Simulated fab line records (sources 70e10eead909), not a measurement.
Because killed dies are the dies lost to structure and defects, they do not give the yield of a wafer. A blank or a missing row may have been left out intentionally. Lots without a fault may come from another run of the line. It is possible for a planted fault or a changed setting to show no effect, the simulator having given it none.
A lot that was struck, set against a sound lot    flow nand-harc    14 steps out of a route of 1159
Sound: wafers L952.3, L952.5, L952.6. Struck: wafer L963.5 (L963.4, L963.6, from the same lot, were not struck and are left out); the cause is given at the end.
Per side, at each step with rows, come the tool, then ch with its chambers, and then its first start. Under that, the readings that differ: sound wafers    struck wafers    difference of the means    sigmas: that difference in standard deviations of wafers without a fault.
alike: a reading whose means differ by less than 2 such deviations, as well as words and numbers matching on both sides. not compared: withheld readings; readings where some wafer has no value; bounds like >300 that might hide an equal value; numbers whose values overlap and for which the record gives no deviation.
The two part at a step that has a row with sigmas, a row that says differs or no value, or rows on one side only. Numbers that have no deviation but don't overlap get no sigmas and don't part them. Lack of a reading on every wafer of one side parts them only where that side has two or more wafers.

first, 1 step without rows for these wafers: NHARC_A_ONON_D1_DEP_00 (target thk 1000 nm).
NHARC_A_ONON_D1_THK_MEAS_02: measures by ellipsometry.
  sound on film-metro-01 at day 7 11:54; struck on film-metro-02 at day 11 02:04
reading      sound           struck  difference  sigmas
thk-nm (nm)  1014 1016 1013  989     -25         -2
then NHARC_A_ONON_D1_DEP_03 (target thk 1000 nm), 1 step lacking rows for these wafers.
NHARC_A_ONON_D1_THK_MEAS_05: measures by ellipsometry.
  sound on film-metro-01 at day 7 12:28; struck on film-metro-02 at day 11 02:46
  alike: thk-nm
then NHARC_A_ONON_D1_DEP_06 (target thk 1000 nm), 1 step lacking rows for these wafers.
NHARC_A_ONON_D1_THK_MEAS_08: measures by ellipsometry.
  sound on film-metro-02 at day 7 13:01; struck on film-metro-01 at day 11 03:20
reading      sound           struck  difference  sigmas
thk-nm (nm)  1018 1019 1018  994     -24         -2
then NHARC_A_ONON_D1_DEP_09 (target thk 1000 nm), 1 step lacking rows for these wafers.
NHARC_A_ONON_D1_THK_MEAS_11: measures by ellipsometry.
  sound on film-metro-02 at day 7 13:35; struck on film-metro-02 at day 11 03:55
reading      sound        struck  difference  sigmas
thk-nm (nm)  992 991 992  1014    +22         +2
then NHARC_A_ONON_D1_DEP_12 (target thk 1000 nm), 1 step lacking rows for these wafers.
NHARC_A_ONON_D1_THK_MEAS_14: measures by ellipsometry.
  sound on film-metro-01 at day 7 14:09; struck on film-metro-01 at day 11 04:29
  alike: thk-nm
then, 1 step without rows for these wafers: NHARC_A_ONON_D1_ANNEAL_15 (time 3600 s).
NHARC_A_ONON_D1_DEP_16: target thk 1000 nm.
  sound on pecvd-onon-01 ch 0, day 7 20:51; struck on pecvd-onon-02 ch 0, day 11 11:10
NHARC_A_ONON_D1_THK_MEAS_18: measures by ellipsometry.
  sound on film-metro-02 at day 7 21:14; struck on film-metro-02 at day 11 11:30
reading      sound        struck  difference  sigmas
thk-nm (nm)  996 995 996  923     -73         -8
then NHARC_A_ONON_D1_DEP_19 (target thk 1000 nm), 1 step lacking rows for these wafers.

== WHERE THEY PART ==
Last at NHARC_A_ONON_D1_THK_MEAS_18 as far as this record goes, first at NHARC_A_ONON_D1_THK_MEAS_02.

WHY: the cause the simulator had injected
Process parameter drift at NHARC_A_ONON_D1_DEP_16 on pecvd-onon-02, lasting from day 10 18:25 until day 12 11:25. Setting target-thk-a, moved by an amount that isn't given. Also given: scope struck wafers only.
